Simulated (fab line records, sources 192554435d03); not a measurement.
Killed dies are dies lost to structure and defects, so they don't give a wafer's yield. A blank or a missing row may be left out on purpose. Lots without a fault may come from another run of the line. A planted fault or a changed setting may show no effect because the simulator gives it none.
fab line records | flow n5_finfet
record lots=7 wafers=21 last_day=19
route steps=1938 shown MIM_TOP_LITHO@1847 MIM_TOP_ETCH@1851 MIM_BOT_LITHO@1854
lots that met no fault: from a run of the same line without faults
start_h: hours from the record's first day to the start of the lot's first wafer shown | wait_h: hours since the lot's step before | " the same as in the row above | L1.1+2: a row that stands for several wafers | - no value, or no start given | * or withheld: withheld | < > ~ a bound
route shown NAME@n: a module of which the file shows steps, and the number in the route of the first | usual: mean/standard deviation of fault-free wafers | same: alike in all rows | chamber/n: place in a boat | sites: the reading at each site | _std_site: their standard deviation | _edge_site: outer sites' mean less inner sites' | radius_mm: how far each site lies from the wafer's centre | mask NAME#n: copy n | behind: the tool/chamber that last shaped the wafer | hold: why the lot was held/for how many hours/how that ended | device: the transistor (n, p or np) that didn't switch | end of line: the same wafers' tests at the end of the route | a step without rows: its recipe alone | killed: dies lost to structure and defects at the first sort, not the wafer's yield | map: a wafer's dies, x killed, . not, _ none there
set.NAME: the setting as run; set.NAME@STEP: as run at that earlier step | model.NAME: the simulator's own value behind a step, which no gauge read
lots at some steps of the route; a table a step, a row a wafer
services: from which hour (start_h, from the record's first day; less than 0 if before it) a tool's chamber was out of use, for how many hours, and why
## steps
# step N5_MIM_TOP_LITHO_CD_MEAS_08
# recipe target_cd_nm=2000 landing_energy_ev=500 detector=se_inlens
# usual cd_nm=2001.1/1.8
# columns lot.wafer tool chamber start_h wait_h cd_nm
L196.1 cd_sem-02 0 313.90 - 2002.3
L196.4 " 0 " " 2001.0
L196.5 " 0 " " 2001.1
L195.1 cd_sem-01 0 322.89 - 2000.2
L195.3 " 0 " " 1999.5
L195.5 " 0 " " 2000.6
L199.2 cd_sem-03 0 323.41 - 2001.6
L199.4 " 0 " " 2000.8
L199.5 " 0 " " 2001.6
L200.1 cd_sem-03 0 330.92 - 2002.3
L200.2 " 0 " " 1999.2
L200.4 " 0 " " 2001.7
L208.2 cd_sem-01 0 406.51 - 1999.6
L208.3 " 0 " " 1998.6
L208.4 " 0 " " 2000.2
L213.3 cd_sem-01 0 427.77 - 2001.5
L213.4 " 0 " " 1999.1
L213.6 " 0 " " 2001.1
L216.1 cd_sem-01 0 439.11 - 1999.9
L216.2 " 0 " " 2000.6
L216.6 " 0 " " 2000.7
# step N5_MIM_TOP_LITHO_OVL_MEAS_11
# recipe points_per_wafer=44
# usual MIM_TOP_OVL=-2/5.9
# columns lot.wafer tool chamber start_h wait_h MIM_TOP_OVL[nm]
L196.1 overlay-02 0 313.93 0.0 10
L196.4 " 0 " " 1
L196.5 " 0 " " -3
L195.1 overlay-01 0 322.92 0.0 9
L195.3 " 0 " " -3
L195.5 " 0 " " 2
L199.2 overlay-01 0 323.44 0.0 -3
L199.4 " 0 " " 0
L199.5 " 0 " " -5
L200.1 overlay-02 0 330.95 0.0 4
L200.2 " 0 " " 0
L200.4 " 0 " " -6
L208.2 overlay-02 0 406.54 0.0 5
L208.3 " 0 " " 2
L208.4 " 0 " " 7
L213.3 overlay-02 0 427.80 0.0 -3
L213.4 " 0 " " -1
L213.6 " 0 " " 1
L216.1 overlay-01 0 439.14 0.0 -6
L216.2 " 0 " " 9
L216.6 " 0 " " 1
# step N5_MIM_TOP_LITHO_INSPECT_12
# recipe mode=adi inspect_instrument=macro
# usual raw_defect_count=2.2/1.5
# columns lot.wafer tool chamber start_h wait_h raw_defect_count
L196.1 defect_inspect-02 - 313.95 0.0 2
L196.4 " - " " 0
L196.5 " - " " 2
L195.1 defect_inspect-01 - 322.94 0.0 3
L195.3 " - " " 0
L195.5 " - " " 2
L199.2 defect_inspect-01 - 323.46 0.0 3
L199.4 " - " " 4
L199.5 " - " " 1
L200.1 defect_inspect-02 - 330.97 0.0 7
L200.2 " - " " 3
L200.4 " - " " 3
L208.2 defect_inspect-02 - 406.56 0.0 1
L208.3 " - " " 3
L208.4 " - " " 1
L213.3 defect_inspect-02 - 427.82 0.0 0
L213.4 " - " " 3
L213.6 " - " " 3
L216.1 defect_inspect-02 - 439.17 0.0 2
L216.2 " - " " 0
L216.6 " - " " 5
# step N5_MIM_TOP_LITHO_DESCUM_10
# recipe chemistry=O2 time_s=7.9 source_power_w=50 bias_power_w=20 pressure_mtorr=20 rf_frequency_hz=2.712e+07 temp_c=40 o2_flow_sccm=225
# usual drypump_motor_current_A=5.8/0.42 oes_product_au=0.84/0.094 rf_fwd_power_W=49.70/0.16 rf_vpp_V=243.6/1.3 showerhead_plenum_p_Torr=2.12/0.077 temp_c=40.00/0.11 throttle_valve_pct=20.40/0.25
# columns lot.wafer tool chamber start_h wait_h drypump_motor_current_A oes_product_au rf_fwd_power_W rf_hours_counter_h rf_vpp_V showerhead_plenum_p_Torr temp_c throttle_valve_pct
L196.1 rie_diel-02 3 314.40 0.5 4.9 0.98 49.69 4 244.0 2.04 39.89 19.94
L196.4 " 3 " " 4.9 0.97 49.53 - 243.2 2.04 39.87 19.95
L196.5 " 2 " " 6.4 0.77 49.65 - 243.3 2.21 39.97 20.53
L195.1 rie_diel-05 2 323.11 0.2 5.5 0.69 49.38 249 244.7 2.17 40.15 20.53
L195.3 " 3 " " 6.1 0.70 49.80 218 242.8 2.06 39.97 20.52
L195.5 " 1 " " 6.5 0.90 49.69 - 246.2 2.21 39.95 20.27
L199.2 rie_diel-04 3 323.50 0.0 5.7 0.94 49.88 9 245.2 2.15 39.93 20.69
L199.4 " 1 " " 5.3 0.95 49.28 4 242.9 2.17 39.75 20.74
L199.5 " 0 " " 5.6 0.74 49.54 - 240.8 2.01 39.98 20.16
L200.1 rie_diel-05 3 331.30 0.3 6.1 0.70 49.99 221 242.7 2.06 40.07 20.54
L200.2 " 0 " " 5.6 0.98 49.73 3 242.3 2.07 39.92 20.55
L200.4 " 3 " " 6.1 0.69 49.86 - 243.8 2.06 39.96 20.54
L208.2 rie_diel-04 3 406.67 0.1 5.8 0.88 49.74 33 243.1 2.14 39.89 20.73
L208.3 " 1 " " 5.3 0.88 49.74 30 243.5 2.16 39.95 20.77
L208.4 " 0 " " 5.6 0.72 49.28 164 241.6 2.00 40.21 20.22
L213.3 rie_diel-05 2 428.46 0.6 5.5 0.89 49.63 29 244.4 2.16 40.10 20.09
L213.4 " 0 " " 5.6 0.91 49.89 - 242.2 2.06 39.94 20.59
L213.6 " 1 " " 6.5 0.84 49.95 - 245.1 2.20 39.91 20.36
L216.1 rie_diel-02 3 439.30 0.1 4.9 0.86 49.73 62 243.0 2.02 40.05 20.03
L216.2 " 0 " " 5.8 0.82 49.63 89 245.4 2.21 39.95 20.21
L216.6 " 2 " " 6.4 0.72 49.64 - 243.0 2.19 40.09 20.59
# step N5_MIM_TOP_ETCH_ETCH_00
# recipe chemistry=Cl2/BCl3 target=TiN target_depth_a=385 ion_energy_ev=150 pressure_mtorr=10 icp_w=1000 bias_w=126 Cl2_flow_sccm=53.25 bcl3_flow_sccm=21.75 Ar_flow_sccm=25
# usual drypump_motor_current_A=5.5/0.43 mfc_cl2_sccm=53.25/0.16 oes_product_au=0.80/0.11 rf_fwd_power_W=992/3.2 throttle_valve_pct=22.77/0.22
# columns lot.wafer tool chamber start_h wait_h drypump_motor_current_A mfc_cl2_sccm oes_product_au rf_fwd_power_W rf_hours_counter_h throttle_valve_pct
L196.1 rie_metal-03 0 314.49 0.1 5.2 53.31 0.67 994 96 23.15
L196.4 " 1 " " 5.1 53.29 0.67 996 - 22.64
L196.5 " 0 " " 5.3 53.43 0.67 997 - 23.15
L195.1 rie_metal-01 0 323.20 0.1 6.2 53.26 0.65 993 102 22.52
L195.3 " 0 " " 6.1 53.27 0.66 992 - 22.51
L195.5 " 0 " " 6.1 53.02 0.66 994 - 22.52
L199.2 rie_metal-03 1 323.58 0.1 5.1 53.21 0.67 996 100 22.66
L199.4 " 1 " " 5.1 53.32 0.67 995 - 22.64
L199.5 " 1 " " 5.2 53.29 0.67 995 - 22.65
L200.1 rie_metal-02 0 331.39 0.1 5.1 53.35 0.94 990 3 22.68
L200.2 " 1 " " 6.1 53.57 0.79 990 33 22.85
L200.4 " 0 " " 5.1 53.11 0.94 991 - 22.68
L208.2 rie_metal-03 1 406.80 0.1 5.1 53.32 0.99 992 - 22.40
L208.3 " 1 " " 5.1 53.13 1.00 992 - 22.40
L208.4 " 1 " " 5.1 53.01 0.99 994 - 22.40
L213.3 rie_metal-02 1 428.59 0.1 6.2 53.09 0.76 992 - 22.85
L213.4 " 0 " " 5.2 53.12 0.89 990 - 22.69
L213.6 " 0 " " 5.2 53.12 0.89 990 - 22.69
L216.1 rie_metal-02 0 439.38 0.1 5.1 53.23 0.88 986 14 22.70
L216.2 " 1 " " 6.2 53.63 0.77 988 44 22.88
L216.6 " 0 " " 5.1 53.30 0.88 990 - 22.69
# step N5_MIM_TOP_ETCH_STRIP_01
# recipe chemistry=O2 power_w=600 temp_c=60 pressure_mtorr=30 rf_frequency_hz=6e+07 bias_power_w=0 overash_fraction=0.5 o2_flow_sccm=225
# usual drypump_motor_current_A=5.7/0.53 oes_product_au=0.76/0.067 rf_vpp_V=3.5/1.4 showerhead_plenum_p_Torr=2.10/0.059 temp_c=59.99/0.11 throttle_valve_pct=16.73/0.24
# same overash_fraction=0.5
# columns lot.wafer tool chamber start_h wait_h drypump_motor_current_A oes_product_au rf_hours_counter_h rf_vpp_V showerhead_plenum_p_Torr temp_c throttle_valve_pct
L196.1 rie_diel-03 2 314.63 0.1 5.1 0.77 124 3.7 2.13 59.97 16.83
L196.4 " 3 " " 4.7 0.75 165 5.6 2.01 60.11 16.81
L196.5 " 1 " " 5.0 0.81 - 4.8 2.02 60.08 16.96
L195.1 rie_diel-03 0 323.41 0.2 5.5 0.85 52 1.9 2.13 59.82 16.52
L195.3 " 2 " " 5.1 0.73 127 5.8 2.12 59.97 16.74
L195.5 " 0 " " 5.4 0.85 - 4.8 2.13 59.81 16.55
L199.2 rie_diel-01 2 323.72 0.1 5.9 0.73 146 5.4 2.20 60.15 16.86
L199.4 " 1 " " 5.8 0.67 235 4.6 1.99 60.00 16.93
L199.5 " 3 " " 6.2 0.81 - 1.7 2.04 60.07 16.42
L200.1 rie_diel-01 3 331.74 0.3 6.3 0.79 88 4.1 2.04 59.74 16.44
L200.2 " 2 " " 5.9 0.73 147 2.3 2.20 59.75 16.85
L200.4 " 0 " " 6.0 0.67 220 3.4 2.10 60.19 17.13
L208.2 rie_diel-01 0 407.07 0.2 6.0 0.67 247 4.6 2.09 59.91 17.13
L208.3 " 2 " " 5.9 0.73 177 2.5 2.19 60.18 16.90
L208.4 " 0 " " 6.0 0.66 - 3.0 2.09 59.97 17.14
L213.3 rie_diel-03 2 428.86 0.2 5.1 0.75 143 5.2 2.12 60.02 16.78
L213.4 " 1 " " 5.0 0.77 152 1.5 2.01 59.89 16.99
L213.6 " 1 " " 5.0 0.78 - 3.1 2.01 59.99 17.03
L216.1 rie_diel-03 1 439.61 0.2 5.0 0.78 156 5.9 2.01 59.83 16.99
L216.2 " 0 " " 5.5 0.83 72 2.9 2.12 60.18 16.54
L216.6 " 2 " " 5.1 0.75 - 4.9 2.12 59.86 16.82
# step N5_MIM_TOP_ETCH_PECVD_03
# recipe material=SiNx target_thk_a=200 temp_c=400 precursor=SiH4/NH3/N2 pressure_torr=1.5 rf_w=300 time_s=17.6
# usual heater_power_w=728/63 rf_fwd_power_W=296.6/1.3 showerhead_plenum_p_Torr=5.12/0.053 throttle_valve_pct=40.5/1.4
# columns lot.wafer tool chamber start_h wait_h heater_power_w rf_fwd_power_W showerhead_plenum_p_Torr throttle_valve_pct
L196.1 pecvd-03 0 314.70 - 723 298.3 5.13 40.9
L196.4 " 0 " " 718 298.7 5.13 40.8
L196.5 " 2 " " 655 295.9 5.12 38.9
L195.1 pecvd-02 1 323.47 - 732 294.5 5.14 43.2
L195.3 " 0 " " 846 297.8 4.99 41.8
L195.5 " 1 " " 741 295.2 5.14 43.2
L199.2 pecvd-04 0 323.79 - 710 296.5 5.10 39.9
L199.4 " 2 " " 661 297.2 5.13 38.4
L199.5 " 1 " " 711 295.3 5.25 40.8
L200.1 pecvd-02 0 331.80 - 735 298.2 5.02 42.0
L200.2 " 2 " " 625 297.5 5.10 39.8
L200.4 " 0 " " 750 298.8 5.01 41.9
L208.2 pecvd-03 1 407.13 - 864 297.3 5.15 40.2
L208.3 " 2 " " 697 297.0 5.11 39.2
L208.4 " 2 " " 707 295.7 5.10 38.8
L213.3 pecvd-02 2 428.92 - 709 297.3 5.09 40.1
L213.4 " 2 " " 707 297.8 5.09 40.3
L213.6 " 0 " " 788 299.1 5.02 41.7
L216.1 pecvd-03 2 439.67 - 761 297.2 5.10 39.1
L216.2 " 0 " " 659 296.5 5.15 41.5
L216.6 " 0 " " 651 296.6 5.15 41.3
# step N5_MIM_BOT_LITHO_HMDS_01
# recipe time_s=60 temp_c=120
# step N5_MIM_BOT_LITHO_COAT_02
# recipe spin_rpm=* resist_thk_nm=*
# step N5_MIM_BOT_LITHO_EBR_04
# recipe solvent=PGMEA ebr_width_mm=1.5
# step N5_MIM_BOT_LITHO_SOFTBAKE_03
# recipe temp_c=100 time_s=90
# step N5_MIM_BOT_LITHO_EXPOSE_05
# recipe mask_id=MIM_BOT na=0.55 source_shape=conventional sigma_outer=0.8 polarization=unpolarized dose_mj=24.25
# step N5_MIM_BOT_LITHO_PEB_06
# recipe peb_temp_c=withheld peb_time_s=*
# usual chill_plate_temp_C=* exhaust_pa=45.2/0.87
# columns lot.wafer tool chamber start_h wait_h chill_plate_temp_C exhaust_pa
L196.1 litho_track-02 - 315.06 0.1 - -
L196.4 " - " " - -
L196.5 " - " " - -
L195.1 litho_track-01 - 323.71 0.1 - -
L195.3 " - " " - -
L195.5 " - " " - -
L199.2 litho_track-01 - 324.03 0.0 - -
L199.4 " - " " - -
L199.5 " - " " - -
L200.1 litho_track-01 0 332.04 0.1 * 45.6
L200.2 " 0 " " * 45.0
L200.4 " 0 " " * 45.3
L208.2 litho_track-05 0 407.37 0.0 * 45.6
L208.3 " 0 " " * 45.3
L208.4 " 0 " " * 46.0
L213.3 litho_track-02 0 429.28 0.0 * 45.2
L213.4 " 0 " " * 44.7
L213.6 " 0 " " * 46.7
L216.1 litho_track-02 0 439.91 0.1 * 44.5
L216.2 " 0 " " * 45.7
L216.6 " 0 " " * 45.9
# step N5_MIM_BOT_LITHO_DEVELOP_07
# recipe develop_time_s=60 rinse_liquid=diw dry=air_spin dev_temp_c=21
## services
# columns tool chamber start_h hours kind
pecvd-02 1 291.84 19.8 repair
rie_diel-05 2 293.30 10.5 repair
rie_diel-05 - 300.33 0.8 repair
rie_diel-02 0 304.01 13.7 repair
rie_diel-05 0 304.85 - clean
rie_diel-05 0 304.85 - consumable_replace:focus_ring
pecvd-03 0 308.66 4.7 repair
rie_diel-04 - 328.22 20.3 repair
rie_diel-02 2 329.23 17.8 repair
rie_diel-05 - 333.67 14.6 pm
pecvd-03 - 337.93 0.8 pm
rie_diel-03 0 348.81 7.2 repair
rie_diel-05 0 359.71 4.8 repair
rie_diel-04 3 360.47 4.1 repair
rie_diel-02 1 377.18 19.5 repair
pecvd-03 - 387.26 2.8 pm
pecvd-02 0 388.25 6.3 repair
pecvd-03 - 391.91 1.8 repair
rie_diel-04 1 399.45 5.4 repair
pecvd-02 - 404.61 0.9 repair
rie_diel-02 3 410.07 7.9 repair
rie_diel-01 0 412.31 8.5 repair
pecvd-02 - 416.50 0.8 repair
rie_diel-05 0 420.52 6.9 repair
## key
first_sign step=N5_MIM_BOT_LITHO_PEB_06 reading=tool_record direction=missing
effect none on later readings
met_at N5_MIM_BOT_LITHO_PEB_06
struck_wafers L195.1,L195.3,L195.5,L196.1,L196.4,L196.5,L199.2,L199.4,L199.5
later_rows_left_out L195.1,L195.3,L195.5,L196.1,L196.4,L196.5,L199.2,L199.4,L199.5
sort_left_out L195.1,L195.3,L195.5,L196.1,L196.4,L196.5,L199.2,L199.4,L199.5
fault kind=skipped_step_whole tool=litho_track-01,litho_track-02 chamber=- onset_h=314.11 steps=N5_MIM_BOT_LITHO_PEB_06 scope=struck_lots_only
# sort_left_out: the simulated sort isn't trusted on such a fault, so these wafers' sort isn't shown, and their yield isn't known
# later_rows_left_out: the simulator's readings of these wafers behind a module that went badly wrong aren't trusted and aren't shown, but for the sort
